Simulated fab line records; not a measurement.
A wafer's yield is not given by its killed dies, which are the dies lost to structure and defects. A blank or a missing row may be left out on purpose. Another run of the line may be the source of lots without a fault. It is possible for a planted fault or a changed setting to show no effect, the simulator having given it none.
A struck lot beside a sound one -- flow n5 finfet -- 14 steps out of a route of 1938
Sound: wafers L377.1, L377.3, L377.5. Struck: wafers L385.3, L385.5, L385.6. The cause comes at the end.
For every step that has rows: the tool of each side, followed by ch and its chambers, followed by its first start. Under that, the readings that differ: sound wafers -- struck wafers -- difference of the means -- sigmas: that difference in standard deviations of wafers without a fault.
alike: readings with means less than 2 such deviations apart, plus words and numbers identical on both sides. not compared: withheld readings, readings lacking a value on some wafer, bounds such as >300 that could conceal the same value, and numbers that have no deviation in the record and whose values overlap.
Wherever a step has rows on one side only, a row that says differs or no value, or a row with sigmas, the two part there. When numbers do not overlap yet have no deviation, they are printed without sigmas and do not part them. A reading that every wafer of one side lacks parts them only if that side has two wafers or more.

N5_BEOL_M5_ILD_DEP_00: deposits SiCOH lowk from DEMS/porogen, target thk 140.64 nm, time 25.9 s.
  sound on pecvd-01 ch 0,2, day 10 16:13; struck on pecvd-03 ch 0,2, day 12 14:43
  alike: heater power outer w, heater power w, rf fwd power W, showerhead plenum p Torr, throttle valve pct
N5_BEOL_M5_CURE_79: cures SiCOH lowk, time 240 s.
  sound on uv cure-03 ch 1, day 10 16:25; struck on uv cure-03 ch 1, day 12 14:56
  alike: lamp power pct, wafer_temp_C_max
N5_BEOL_M5_THK_MEAS_01:
  struck on film metro-02, day 12 15:18; sound on film metro-02, day 10 16:56
  alike: M5_ILD_THK
N5_BEOL_M5_PECVD_70: deposits SiO2 from TEOS/O2, target thk 16 nm, time 18 s.
  sound on pecvd-03 ch 1,2, day 10 16:58; struck on pecvd-01 ch 0,1,2, day 12 15:20
  alike: heater power outer w, heater power w, rf fwd power W, showerhead plenum p Torr, throttle valve pct
N5_BEOL_M5_HM_DEP_02: deposits TiN, target thk 20 nm.
  struck on pvd sputter-02, day 12 15:44; sound on pvd sputter-01, day 10 18:25
reading,sound,struck,difference,sigmas
throttle valve pct (%),30.0 30.2 30.0,32.7 31.0 32.6,+2.0,+2
then, 7 steps without rows for these wafers: N5_BEOL_M5_COAT_59 (time 60 s, resist thk 60 nm); N5_BEOL_M5_COAT_60 (time 60 s, resist thk 12 nm); N5_BEOL_M5_COAT_71 (time 60 s, resist thk 5 nm); N5_BEOL_M5_COAT_05 (resist thk 30 nm); N5_BEOL_M5_EBR_07; N5_BEOL_M5_SOFTBAKE_06 (time 60 s); N5_BEOL_M5_EXPOSE_08 (exposes mask M5, target cd 28 nm).
N5_BEOL_M5_PEB_09: peb time 60 s.
  struck on litho track-02, day 12 16:11; sound on litho track-02 ch 0, day 10 18:45
  no value came back on the struck wafers for chill plate temp C (C), exhaust pa (Pa); on the sound wafers chill plate temp C (C) reads 22.99 23.04 23.01
then, 1 step without rows for these wafers: N5_BEOL_M5_DEVELOP_10 (develop time 30 s).

WHERE THEY PART
Earliest at N5_BEOL_M5_HM_DEP_02; latest, in this record, at N5_BEOL_M5_PEB_09.

WHY: whatever the simulator had introduced
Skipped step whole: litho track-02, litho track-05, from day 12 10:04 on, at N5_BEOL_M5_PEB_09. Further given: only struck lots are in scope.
